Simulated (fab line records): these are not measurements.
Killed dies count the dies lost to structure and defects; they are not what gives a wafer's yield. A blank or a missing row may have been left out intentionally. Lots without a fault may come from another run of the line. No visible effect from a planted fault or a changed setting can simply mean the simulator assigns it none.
Chamber matching    flow nandHarc    NHARC_A_CONTACT_DEP_29 on pecvd-01 has 3 sister chambers
The step deposits SiON, target thk 70 nm. 3 wafers are shown with their chamber, then 8 later ones without.

WAFERS PAIRED WITH THEIR CHAMBERS
wafer   chamber  heaterPowerW (W)
L752.5  2        746
L758.2  1        572
L760.2  0        1024

WAFERS WITH NO CHAMBER GIVEN
wafer   heaterPowerW (W)
L760.3  683
L760.4  704
L759.1  628
L759.2  898
L759.5  909
L761.1  994
L761.2  607
L761.6  980

EACH ONE'S CHAMBER
wafer   from the rows above      in truth
L760.3  can't be placed: 2 or 1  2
L760.4  can't be placed: 2 or 1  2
L759.1  can't be placed: 1 or 2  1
L759.2  can't be placed: 0 or 2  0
L759.5  can't be placed: 0 or 2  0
L761.1  0                        0
L761.2  can't be placed: 1 or 2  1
L761.6  0                        0
Correct placement for 2 of the 8. From these rows, 6 cannot be placed; in 6 the true chamber is one of the candidates. Placed wrongly: 0.
How it was worked out, from the rows above alone: a wafer's distance from a chamber is the root of the sum, over the readings, of the square of ((its reading less the chamber's mean) divided by the reading's scatter). The wafer belongs to the nearest chamber; if the next one is less than 2 further off, it can't be placed. For every chamber, the mean is computed from those of its wafers that are shown. The scatter (one wafer shown for each chamber): square how far every hidden wafer sits from the nearest shown wafer, average those squares and take the square root.
